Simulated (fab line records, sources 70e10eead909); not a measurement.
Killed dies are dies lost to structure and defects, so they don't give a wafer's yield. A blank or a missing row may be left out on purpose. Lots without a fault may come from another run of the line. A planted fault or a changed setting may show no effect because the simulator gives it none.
fab line records | flow nand_harc
record lots=6 wafers=18 last_day=23
route steps=1159 shown A_ZERO_WELL@412 A_SOURCE_PLATE@413 A_ONON_D1@424 END@1159
lots that met no fault: from a run of the same line without faults
start_h: hours from the record's first day to the start of the lot's first wafer shown | wait_h: hours since the lot's step before | " the same as in the row above | L1.1+2: a row that stands for several wafers | - no value, or no start given | * or withheld: withheld | < > ~ a bound
route shown NAME@n: a module of which the file shows steps, and the number in the route of the first | usual: mean/standard deviation of fault-free wafers | same: alike in all rows | chamber/n: place in a boat | sites: the reading at each site | _std_site: their standard deviation | _edge_site: outer sites' mean less inner sites' | radius_mm: how far each site lies from the wafer's centre | mask NAME#n: copy n | behind: the tool/chamber that last shaped the wafer | hold: why the lot was held/for how many hours/how that ended | device: the transistor (n, p or np) that didn't switch | end of line: the same wafers' tests at the end of the route | a step without rows: its recipe alone | killed: dies lost to structure and defects at the first sort, not the wafer's yield | map: a wafer's dies, x killed, . not, _ none there
set.NAME: the setting as run; set.NAME@STEP: as run at that earlier step | model.NAME: the simulator's own value behind a step, which no gauge read
lots at some steps of the route; a table a step, a row a wafer
services: from which hour (start_h, from the record's first day; less than 0 if before it) a tool's chamber was out of use, for how many hours, and why
## steps
# step NHARC_A_ZERO_WELL_INSPECT_17
# usual raw_defect_count=10/5.5
# columns lot.wafer tool chamber start_h wait_h raw_defect_count
L614.2 defect_inspect-01 - 150.92 0.1 9
L614.4 " - " " 15
L614.5 " - " " 11
L615.1 defect_inspect-01 - 151.38 0.2 11
L615.4 " - " " 4
L615.5 " - " " 10
L624.1 defect_inspect-02 - 213.09 0.2 25
L624.4 " - " " 10
L624.6 " - " " 13
L625.1 defect_inspect-02 - 215.25 0.2 14
L625.2 " - " " 7
L625.3 " - " " 15
L623.1 defect_inspect-02 - 215.43 0.2 5
L623.4 " - " " 4
L623.5 " - " " 9
L627.2 defect_inspect-01 - 230.45 0.1 7
L627.5 " - " " 12
L627.6 " - " " 10
# step NHARC_A_SOURCE_PLATE_PRECLEAN_00
# recipe time_s=60 chemistry=HF-LAST
# step NHARC_A_SOURCE_PLATE_SRD_01
# step NHARC_A_SOURCE_PLATE_OXIDE_02
# recipe target_thk_a=100 temp_c=900 ox_time_s=1362 material=SiO2
# step NHARC_A_SOURCE_PLATE_THK_MEAS_09
# recipe thk_meas_gauge=ellipsometry
# usual thk_nm=9.6/1
# columns lot.wafer tool chamber start_h wait_h thk_nm
L614.2 film_metro-02 - 159.32 0.4 9.9
L614.4 " - " " 9.7
L614.5 " - " " 9.1
L615.1 film_metro-01 - 159.32 0.4 10.1
L615.4 " - " " 10.6
L615.5 " - " " 9.3
L624.1 film_metro-02 - 220.58 0.4 9.2
L624.4 " - " " 10.8
L624.6 " - " " 8.7
L625.1 film_metro-01 - 220.59 0.4 9.1
L625.2 " - " " 9.4
L625.3 " - " " 8.1
L623.1 film_metro-02 - 220.61 0.4 9.3
L623.4 " - " " 10.5
L623.5 " - " " 8.4
L627.2 film_metro-02 - 237.60 0.4 10.2
L627.5 " - " " 10.5
L627.6 " - " " 9.9
# step NHARC_A_SOURCE_PLATE_PVD_04
# recipe target_thk_a=500 material=WSi2
# step NHARC_A_SOURCE_PLATE_CVD_03
# recipe target_thk_a=2000 temp_c=620 pressure_mtorr=200 time_s=4000 material=poly-Si
# step NHARC_A_SOURCE_PLATE_ANNEAL_05
# recipe temp_c=850 time_s=1800
# step NHARC_A_SOURCE_PLATE_THK_MEAS_06
# recipe thk_meas_gauge=ellipsometry
# usual thk_nm=199.3/2
# columns lot.wafer tool chamber start_h wait_h thk_nm
L615.1 film_metro-01 - 172.27 0.4 199.1
L615.4 " - " " 197.0
L615.5 " - " " 195.7
L614.2 film_metro-01 - 172.27 0.4 198.2
L614.4 " - " " 195.8
L614.5 " - " " 198.5
L623.1 film_metro-01 - 233.67 0.4 201.9
L623.4 " - " " 201.6
L623.5 " - " " 200.7
L625.1 film_metro-02 - 233.67 0.4 198.1
L625.2 " - " " 201.1
L625.3 " - " " 199.8
L624.1 film_metro-01 - 233.67 0.4 197.9
L624.4 " - " " 198.4
L624.6 " - " " 197.3
L627.2 film_metro-01 - 252.20 0.4 202.2
L627.5 " - " " 200.7
L627.6 " - " " 202.0
# step NHARC_A_SOURCE_PLATE_INSPECT_08
# usual raw_defect_count=57/23
# columns lot.wafer tool chamber start_h wait_h raw_defect_count
L615.1 defect_inspect-01 - 172.33 0.0 54
L615.4 " - " " 23
L615.5 " - " " 46
L614.2 defect_inspect-02 - 172.34 0.0 31
L614.4 " - " " 42
L614.5 " - " " 57
L623.1 defect_inspect-01 - 233.73 0.0 56
L623.4 " - " " 69
L623.5 " - " " 96
L625.1 defect_inspect-02 - 233.75 0.0 48
L625.2 " - " " 62
L625.3 " - " " 62
L624.1 defect_inspect-01 - 233.75 0.0 55
L624.4 " - " " 64
L624.6 " - " " 64
L627.2 defect_inspect-01 - 252.31 0.0 53
L627.5 " - " " 75
L627.6 " - " " 55
# step NHARC_A_ONON_D1_DEP_00
# recipe target_thk_a=10000 n2_flow_sccm=2750 n2o_flow_sccm=2000 nh3_flow_sccm=500 sih4_flow_sccm=210 temp_c=400
# columns lot.wafer tool chamber start_h wait_h
L615.1+4+5 pecvd_onon-03 0 172.40 0.1
L614.2+4+5 pecvd_onon-04 0 172.46 0.1
L623.1+4+5 pecvd_onon-03 0 233.80 0.1
L625.1+2+3 pecvd_onon-02 0 233.82 0.1
L624.1+4+6 pecvd_onon-04 0 233.82 0.1
L627.2+5+6 pecvd_onon-04 0 252.44 0.1
# step NHARC_A_ONON_D1_THK_MEAS_02
# recipe thk_meas_gauge=ellipsometry
# usual thk_nm=1000/9.7
# columns lot.wafer tool chamber start_h wait_h thk_nm
L614.2 film_metro-01 - 172.91 - 1016
L614.4 " - " " 1017
L614.5 " - " " 1016
L615.1 film_metro-02 - 172.91 - 1005
L615.4 " - " " 1006
L615.5 " - " " 1006
L623.1 film_metro-02 - 234.31 - 996
L623.4 " - " " 997
L623.5 " - " " 997
L625.1 film_metro-01 - 234.33 - 994
L625.2 " - " " 992
L625.3 " - " " 993
L624.1 film_metro-02 - 234.33 - 685
L624.4 " - " " 687
L624.6 " - " " 684
L627.2 film_metro-01 - 252.89 - 683
L627.5 " - " " 686
L627.6 " - " " 682
# step NHARC_A_ONON_D1_DEP_03
# recipe target_thk_a=10000 n2_flow_sccm=2750 n2o_flow_sccm=2000 nh3_flow_sccm=500 sih4_flow_sccm=210 temp_c=400
# step NHARC_END_SORT_01
# recipe temp_c=25
# usual killed_at_array=26/9.7 killed_at_other=1.0/1.2 killed_at_periphery=3.9/2.6 killed_dies=31/9.7 killed_open=3.2/1.8 killed_short=2.0/1.3
# same gross_dies=677
# columns lot.wafer tool chamber start_h wait_h killed_at_array killed_at_other killed_at_periphery killed_dies killed_open killed_short
L624.1 prober-01 0 504.11 2.5 668 5 4 677 2 1
L624.4 prober-01 0 506.53 3.4 666 1 10 677 5 4
L624.6 prober-01 0 508.14 4.0 667 4 6 677 2 3
L627.2 prober-01 0 550.71 2.8 677 0 0 677 2 1
L627.5 prober-01 0 553.09 3.7 677 0 0 677 1 4
L627.6 prober-01 0 553.88 4.0 673 0 4 677 5 2
# killed by level:class
L624.1 A_ONON_D1:area_dep=652 A_SLIT:chamber_film_flake=8 A_CHANNEL_HOLE_D1:chamber_film_flake=3 A_CONTACT:chamber_film_flake=3 HYBRID_BOND:chamber_film_flake=3 THIN_TSV:chamber_film_flake=2 P_GATE:geometric_particle:open=1 P_CONTACT:geometric_particle:open=1
L624.4 A_ONON_D1:area_dep=634 A_SLIT:chamber_film_flake=20 P_CONTACT:chamber_film_flake=4 A_CHANNEL_HOLE_D1:chamber_film_flake=3 P_CONTACT:geometric_particle:open=2 A_CHANNEL_FILL_D1:geometric_particle:short=2 A_CONTACT:chamber_film_flake=2 P_GATE:geometric_particle:open=1
L624.6 A_ONON_D1:area_dep=645 A_SLIT:chamber_film_flake=9 P_CONTACT:chamber_film_flake=5 A_CHANNEL_HOLE_D1:chamber_film_flake=3 A_CONTACT:chamber_film_flake=3 THIN_TSV:chamber_film_flake=3 A_ONON_D1:geometric_particle:short=1 A_ONON_D1:geometric_particle:open=1
L627.2 A_ONON_D1:area_dep=634 A_CHANNEL_HOLE_D1:chamber_film_flake=18 A_SLIT:chamber_film_flake=18 A_CONTACT:chamber_film_flake=4 A_M0:geometric_particle:open=2 A_WL_FILL:geometric_particle:short=1
L627.5 A_ONON_D1:area_dep=627 A_CHANNEL_HOLE_D1:chamber_film_flake=24 A_SLIT:chamber_film_flake=9 A_CONTACT:chamber_film_flake=7 A_STAIRCASE:chamber_film_flake=3 A_CHANNEL_FILL_D1:geometric_particle:short=2 A_CHANNEL_HOLE_D1:geometric_particle:short=1 A_CHANNEL_FILL_D1:geometric_particle:open=1
L627.6 A_ONON_D1:area_dep=630 A_SLIT:chamber_film_flake=17 A_CHANNEL_HOLE_D1:chamber_film_flake=12 A_CONTACT:chamber_film_flake=8 P_CONTACT:geometric_particle:open=1 P_M0:geometric_particle:open=1 P_M1:geometric_particle:open=1 A_WL_FILL:geometric_particle:open=1
# map L624.1 (x killed, . not)
____________x____________
_________xxxxxxx_________
_______xxxxxxxxxxx_______
______xxxxxxxxxxxxx______
_____xxxxxxxxxxxxxxx_____
____xxxxxxxxxxxxxxxxx____
____xxxxxxxxxxxxxxxxx____
___xxxxxxxxxxxxxxxxxxx___
___xxxxxxxxxxxxxxxxxxx___
__xxxxxxxxxxxxxxxxxxxxx__
__xxxxxxxxxxxxxxxxxxxxx__
_xxxxxxxxxxxxxxxxxxxxxxx_
_xxxxxxxxxxxxxxxxxxxxxxx_
_xxxxxxxxxxxxxxxxxxxxxxx_
_xxxxxxxxxxxxxxxxxxxxxxx_
_xxxxxxxxxxxxxxxxxxxxxxx_
xxxxxxxxxxxxxxxxxxxxxxxxx
xxxxxxxxxxxxxxxxxxxxxxxxx
xxxxxxxxxxxxxxxxxxxxxxxxx
xxxxxxxxxxxxxxxxxxxxxxxxx
xxxxxxxxxxxxxxxxxxxxxxxxx
_xxxxxxxxxxxxxxxxxxxxxxx_
_xxxxxxxxxxxxxxxxxxxxxxx_
_xxxxxxxxxxxxxxxxxxxxxxx_
_xxxxxxxxxxxxxxxxxxxxxxx_
_xxxxxxxxxxxxxxxxxxxxxxx_
__xxxxxxxxxxxxxxxxxxxxx__
__xxxxxxxxxxxxxxxxxxxxx__
___xxxxxxxxxxxxxxxxxxx___
___xxxxxxxxxxxxxxxxxxx___
____xxxxxxxxxxxxxxxxx____
____xxxxxxxxxxxxxxxxx____
_____xxxxxxxxxxxxxxx_____
______xxxxxxxxxxxxx______
_______xxxxxxxxxxx_______
_________xxxxxxx_________
____________x____________
# map L627.2 (x killed, . not)
____________x____________
_________xxxxxxx_________
_______xxxxxxxxxxx_______
______xxxxxxxxxxxxx______
_____xxxxxxxxxxxxxxx_____
____xxxxxxxxxxxxxxxxx____
____xxxxxxxxxxxxxxxxx____
___xxxxxxxxxxxxxxxxxxx___
___xxxxxxxxxxxxxxxxxxx___
__xxxxxxxxxxxxxxxxxxxxx__
__xxxxxxxxxxxxxxxxxxxxx__
_xxxxxxxxxxxxxxxxxxxxxxx_
_xxxxxxxxxxxxxxxxxxxxxxx_
_xxxxxxxxxxxxxxxxxxxxxxx_
_xxxxxxxxxxxxxxxxxxxxxxx_
_xxxxxxxxxxxxxxxxxxxxxxx_
xxxxxxxxxxxxxxxxxxxxxxxxx
xxxxxxxxxxxxxxxxxxxxxxxxx
xxxxxxxxxxxxxxxxxxxxxxxxx
xxxxxxxxxxxxxxxxxxxxxxxxx
xxxxxxxxxxxxxxxxxxxxxxxxx
_xxxxxxxxxxxxxxxxxxxxxxx_
_xxxxxxxxxxxxxxxxxxxxxxx_
_xxxxxxxxxxxxxxxxxxxxxxx_
_xxxxxxxxxxxxxxxxxxxxxxx_
_xxxxxxxxxxxxxxxxxxxxxxx_
__xxxxxxxxxxxxxxxxxxxxx__
__xxxxxxxxxxxxxxxxxxxxx__
___xxxxxxxxxxxxxxxxxxx___
___xxxxxxxxxxxxxxxxxxx___
____xxxxxxxxxxxxxxxxx____
____xxxxxxxxxxxxxxxxx____
_____xxxxxxxxxxxxxxx_____
______xxxxxxxxxxxxx______
_______xxxxxxxxxxx_______
_________xxxxxxx_________
____________x____________
## services
# columns tool chamber start_h hours kind
pecvd_onon-03 - 153.00 13.0 pm
pecvd_onon-04 - 237.00 13.0 pm
## key
first_sign step=NHARC_A_ONON_D1_THK_MEAS_02 reading=thk_nm direction=down sigmas=32 usual=1000 struck=685
effect step=NHARC_END_SORT_01 reading=killed_at_array direction=up sigmas=67 usual=26 struck=671
more_kills_born_at NHARC_A_ONON_D1_DEP_00@pecvd_onon-04=3822
met_at NHARC_A_ONON_D1_DEP_00
struck_wafers L624.1,L624.4,L624.6,L627.2,L627.5,L627.6
later_rows_left_out L624.1,L624.4,L624.6,L627.2,L627.5,L627.6
tester_left_out L624,L627
onset_between 172.46 233.82
also_fits time
fault kind=process_parameter_drift tool=pecvd_onon-04 chamber=0 onset_h=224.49 steps=NHARC_A_ONON_D1_DEP_00 channel=target_thk_a offset=* shape=step end_h=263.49 acts_in=* stated=*
# tester_left_out: of these lots the tester's yield and bins aren't shown, on N5 and GAA mostly nor the transistor test; their killed dies are dies lost to structure and defects alone, not to doping, threshold or leakage, so they don't give the yield
# later_rows_left_out: the simulator's readings of these wafers behind a module that went badly wrong aren't trusted and aren't shown, but for the sort
